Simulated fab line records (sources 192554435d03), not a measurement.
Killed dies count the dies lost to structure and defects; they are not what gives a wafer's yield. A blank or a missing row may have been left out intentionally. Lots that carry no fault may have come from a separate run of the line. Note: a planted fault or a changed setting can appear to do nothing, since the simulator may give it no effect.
Matching of chambers / flow n5-finfet / rie-diel-01 running N5_BEOL_M10_STRIP_67: 4 sister chambers
The step strips in CF4. 20 wafers are shown with their chamber, then 10 later ones without.

## WAFERS WITH THEIR CHAMBER
wafer=L075.1; chamber=2; showerhead-plenum-p-Torr (Torr)=1.78; drypump-motor-current-A (A)=5.5; throttle-valve-pct (%)=13.55
wafer=L075.2; chamber=0; showerhead-plenum-p-Torr (Torr)=1.83; drypump-motor-current-A (A)=5.3; throttle-valve-pct (%)=13.64
wafer=L075.4; chamber=1; showerhead-plenum-p-Torr (Torr)=1.76; drypump-motor-current-A (A)=4.8; throttle-valve-pct (%)=13.27
wafer=L080.2; chamber=1; showerhead-plenum-p-Torr (Torr)=1.75; drypump-motor-current-A (A)=4.9; throttle-valve-pct (%)=13.30
wafer=L080.5; chamber=2; showerhead-plenum-p-Torr (Torr)=1.78; drypump-motor-current-A (A)=5.5; throttle-valve-pct (%)=13.57
wafer=L080.6; chamber=1; showerhead-plenum-p-Torr (Torr)=1.75; drypump-motor-current-A (A)=4.8; throttle-valve-pct (%)=13.28
wafer=L084.1; chamber=1; showerhead-plenum-p-Torr (Torr)=1.75; drypump-motor-current-A (A)=4.9; throttle-valve-pct (%)=13.31
wafer=L084.3; chamber=3; showerhead-plenum-p-Torr (Torr)=1.81; drypump-motor-current-A (A)=5.7; throttle-valve-pct (%)=13.46
wafer=L084.6; chamber=0; showerhead-plenum-p-Torr (Torr)=1.83; drypump-motor-current-A (A)=5.3; throttle-valve-pct (%)=13.68
wafer=L086.2; chamber=1; showerhead-plenum-p-Torr (Torr)=1.75; drypump-motor-current-A (A)=4.8; throttle-valve-pct (%)=13.29
wafer=L086.5; chamber=3; showerhead-plenum-p-Torr (Torr)=1.81; drypump-motor-current-A (A)=5.8; throttle-valve-pct (%)=13.47
wafer=L086.6; chamber=0; showerhead-plenum-p-Torr (Torr)=1.83; drypump-motor-current-A (A)=5.3; throttle-valve-pct (%)=13.70
wafer=L085.3; chamber=3; showerhead-plenum-p-Torr (Torr)=1.81; drypump-motor-current-A (A)=5.8; throttle-valve-pct (%)=13.50
wafer=L085.4; chamber=1; showerhead-plenum-p-Torr (Torr)=1.75; drypump-motor-current-A (A)=4.9; throttle-valve-pct (%)=13.32
wafer=L085.5; chamber=3; showerhead-plenum-p-Torr (Torr)=1.81; drypump-motor-current-A (A)=5.8; throttle-valve-pct (%)=13.48
wafer=L087.3; chamber=0; showerhead-plenum-p-Torr (Torr)=1.82; drypump-motor-current-A (A)=5.3; throttle-valve-pct (%)=13.67
wafer=L087.5; chamber=0; showerhead-plenum-p-Torr (Torr)=1.83; drypump-motor-current-A (A)=5.4; throttle-valve-pct (%)=13.70
wafer=L087.6; chamber=1; showerhead-plenum-p-Torr (Torr)=1.75; drypump-motor-current-A (A)=4.9; throttle-valve-pct (%)=13.35
wafer=L091.1; chamber=1; showerhead-plenum-p-Torr (Torr)=1.75; drypump-motor-current-A (A)=4.9; throttle-valve-pct (%)=13.34
wafer=L091.5; chamber=1; showerhead-plenum-p-Torr (Torr)=1.75; drypump-motor-current-A (A)=4.9; throttle-valve-pct (%)=13.35

SIGNATURES, as means of the wafers listed above
reading=showerhead-plenum-p-Torr; chamber 0=1.8280; chamber 1=1.7511; chamber 2=1.7800; chamber 3=1.8100; scatter within a chamber=0.00325
reading=drypump-motor-current-A; chamber 0=5.320; chamber 1=4.867; chamber 2=5.500; chamber 3=5.775; scatter within a chamber=0.0471
reading=throttle-valve-pct; chamber 0=13.6780; chamber 1=13.3122; chamber 2=13.5600; chamber 3=13.4775; scatter within a chamber=0.0259
Rule: distance of a wafer from a chamber = root of the sum over the readings of ((wafer's reading minus chamber's mean) / reading's scatter) squared. If the next closest chamber is less than 2 further off than the closest, the wafer can't be placed; otherwise it belongs to the closest. The scatter: the root of (the sum of the squares of (reading less its chamber's mean) over the shown wafers, divided by (wafers less chambers)).

## WAFERS MISSING THEIR CHAMBER
wafer=L091.6; showerhead-plenum-p-Torr (Torr)=1.82; drypump-motor-current-A (A)=5.3; throttle-valve-pct (%)=13.71
wafer=L094.2; showerhead-plenum-p-Torr (Torr)=1.77; drypump-motor-current-A (A)=5.5; throttle-valve-pct (%)=13.65
wafer=L094.4; showerhead-plenum-p-Torr (Torr)=1.82; drypump-motor-current-A (A)=5.3; throttle-valve-pct (%)=13.72
wafer=L094.6; showerhead-plenum-p-Torr (Torr)=1.75; drypump-motor-current-A (A)=4.8; throttle-valve-pct (%)=13.35
wafer=L093.1; showerhead-plenum-p-Torr (Torr)=1.82; drypump-motor-current-A (A)=5.3; throttle-valve-pct (%)=13.73
wafer=L093.2; showerhead-plenum-p-Torr (Torr)=1.81; drypump-motor-current-A (A)=5.8; throttle-valve-pct (%)=13.52
wafer=L093.4; showerhead-plenum-p-Torr (Torr)=1.75; drypump-motor-current-A (A)=4.9; throttle-valve-pct (%)=13.34
wafer=L095.1; showerhead-plenum-p-Torr (Torr)=1.74; drypump-motor-current-A (A)=4.9; throttle-valve-pct (%)=13.37
wafer=L095.4; showerhead-plenum-p-Torr (Torr)=1.81; drypump-motor-current-A (A)=5.8; throttle-valve-pct (%)=13.53
wafer=L095.6; showerhead-plenum-p-Torr (Torr)=1.81; drypump-motor-current-A (A)=5.8; throttle-valve-pct (%)=13.55

## THE CHAMBER EACH PASSED THROUGH
wafer=L091.6; from the rows above=0; in truth=0
wafer=L094.2; from the rows above=2; in truth=2
wafer=L094.4; from the rows above=0; in truth=0
wafer=L094.6; from the rows above=1; in truth=1
wafer=L093.1; from the rows above=0; in truth=0
wafer=L093.2; from the rows above=3; in truth=3
wafer=L093.4; from the rows above=1; in truth=1
wafer=L095.1; from the rows above=1; in truth=1
wafer=L095.4; from the rows above=3; in truth=3
wafer=L095.6; from the rows above=3; in truth=3
Correct placement for 10 of the 10. Not placeable from these rows: 0. 0 placed wrongly.
